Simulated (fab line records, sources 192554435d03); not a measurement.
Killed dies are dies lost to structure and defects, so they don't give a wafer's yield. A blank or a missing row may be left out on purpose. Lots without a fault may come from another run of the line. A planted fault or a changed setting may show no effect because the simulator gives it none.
A struck lot beside a sound one | flow n5_finfet | 16 steps out of a route of 1938
Sound: wafers L423.1, L423.4, L423.5. Struck: wafer L428.6. (L428.5 of the same lot was not struck and is left out.) The cause comes at the end.
At each step with rows: each side's tool, then ch and its chambers, then its first start. Under that, the readings that differ: sound wafers | struck wafers | difference of the means | sigmas: that difference in standard deviations of wafers without a fault.
alike: readings whose means differ by less than 2 such deviations, and words and numbers that are the same on both sides. not compared: withheld readings, readings that some wafer has no value for, bounds like >300 that may hide the same value, and numbers for which the record gives no deviation and whose values overlap.
The two part at a step that has a row with sigmas, a row that says differs or no value, or rows on one side only. Numbers that don't overlap but have no deviation are shown without sigmas and don't part them. A reading that every wafer of one side lacks parts them only if that side has two wafers or more.

N5_HKMG_FIN_CD_MEAS_12: target cd 92.8 nm.
  sound on cd_sem-02 ch 0, day 4 22:03; struck on cd_sem-01 ch 0, day 6 03:05
  alike: cd_nm
N5_HKMG_FIN_OVL_MEAS_13:
  sound on overlay-02 ch 0, day 4 22:05; struck on overlay-01 ch 0, day 6 03:07
  alike: NWFM_OVL
N5_HKMG_FIN_INSPECT_14: inspects for defects (macro).
  sound on defect_inspect-02, day 4 22:06; struck on defect_inspect-01, day 6 03:08
  alike: raw_defect_count
N5_HKMG_FIN_DESCUM_17: chemistry O2, time 7.9 s.
  sound on rie_diel-04 ch 0,2, day 4 22:10; struck on rie_diel-03 ch 1, day 6 03:11
  alike: drypump_motor_current_A, oes_product_au, rf_vpp_V, showerhead_plenum_p_Torr, throttle_valve_pct
  not compared: rf_hours_counter_h
N5_HKMG_FIN_ETCH_31: etches SiARC in CF4, target depth 45.5 nm, time 75.8 s.
  sound on rie_diel-04 ch 0,2, day 4 22:11; struck on rie_diel-03 ch 1, day 6 03:14
  alike: drypump_motor_current_A, etch_rf_on_time_s, mfc_ar_sccm, oes_product_au, rf_vpp_V, showerhead_plenum_p_Torr, throttle_valve_pct
  not compared: rf_hours_counter_h
N5_HKMG_FIN_ETCH_32: etches SOC in N2/H2, target depth 240 nm, time 300 s.
  sound on rie_diel-04 ch 0,2, day 4 22:15; struck on rie_diel-03 ch 1, day 6 03:20
  alike: drypump_motor_current_A, oes_product_au, rf_vpp_V, showerhead_plenum_p_Torr, throttle_valve_pct
  not compared: rf_hours_counter_h
then, 2 steps without rows for these wafers: N5_HKMG_FIN_STRIP_33 (strips in N2/H2); N5_HKMG_FIN_STRIP_34 (strips in CF4).
N5_HKMG_FIN_ETCH_35: etches SOC in N2/H2, target depth 215.8 nm, time 243.4 s.
  sound on rie_diel-04 ch 0,2, day 4 22:28; struck on rie_diel-03 ch 1, day 6 03:32
  alike: drypump_motor_current_A, oes_product_au, rf_vpp_V, showerhead_plenum_p_Torr, throttle_valve_pct
  not compared: rf_hours_counter_h
N5_HKMG_FIN_STRIP_92: strips SOC in N2/H2, time 20 s.
  sound on rie_diel-04 ch 0,2, day 4 22:37; struck on rie_diel-03 ch 1, day 6 03:38
  reading      | sound          | struck | difference | sigmas
  rf_vpp_V (V) | 52.8 54.1 53.4 | 55.4   | +2.0       | +2
  alike: drypump_motor_current_A, oes_product_au, showerhead_plenum_p_Torr, throttle_valve_pct
  not compared: rf_hours_counter_h
then, 2 steps without rows for these wafers: N5_HKMG_FIN_WET_ETCH_18 (etches TiN in SC1, time 55 s, target depth 5.2 nm, rinse time 30 s); N5_HKMG_FIN_STRIP_19 (strips in N2/H2, time 360 s).
N5_HKMG_FIN_ALD_91: deposits TiN, target thk 1 nm, pulse time 1 s, purge time 3 s.
  sound on ald_metal-03 ch 2,3, day 4 23:08; struck on ald_metal-03 ch 0, day 6 04:16
  reading                      | sound | struck | difference | sigmas
  co_reactant_pulse_time_s (s) | 2 2 2 | 1.8913 | -0.1087    |
  alike: heater_power_w, precursor_pulse_height_rel
then, 1 step without rows for these wafers: N5_HKMG_FIN_COAT_85 (time 60 s, resist thk 300 nm).
-- the record jumps here: 4 days lie between the struck wafers' starts before and after (it left off in module HKMG_FIN and takes up again in module BEOL_M4, whose first step shown is number 1111 of the route) --
N5_BEOL_M4_RC_MEAS_101:
  sound on prober-02 ch 0, day 8 14:34; struck on prober-02 ch 0, day 10 04:14
  reading        | sound          | struck | difference | sigmas
  IOFF_N (nA/um) | 0.20 0.18 0.21 | 0.26   | +0.06      | +2
  IOFF_P (nA/um) | 0.22 0.21 0.24 | 0.32   | +0.10      | +3
  SS_N (mV/dec)  | 71.6 72.3 71.4 | 73.4   | +1.6       | +3
  alike: DIBL_N, DIBL_P, ION_N, ION_P, SS_P, VT_N, VT_P
-- the record jumps here: 5 days lie between the struck wafers' starts before and after (it left off in module BEOL_M4 and takes up again in module PASSIVATION, whose first step shown is number 1936 of the route) --
N5_PASSIVATION_PROBE_49:
  sound on prober-01, day 13 07:34; struck on prober-01, day 14 18:15
  reading             | sound    | struck | difference | sigmas
  killed_at_front_end | 49 70 48 | 31     | -25        | -2
  alike: defect_limited_yield, killed_at_M0_to_M3, killed_at_M4_up, killed_at_contacts, killed_at_other, killed_dies, killed_open, killed_short, sort_bin_5_function, sort_bin_6_memory, sort_n_pass, sort_yield_pct

WHERE THEY PART
First at N5_HKMG_FIN_STRIP_92; last, within this record, at N5_PASSIVATION_PROBE_49.

WHY: what the simulator had put in
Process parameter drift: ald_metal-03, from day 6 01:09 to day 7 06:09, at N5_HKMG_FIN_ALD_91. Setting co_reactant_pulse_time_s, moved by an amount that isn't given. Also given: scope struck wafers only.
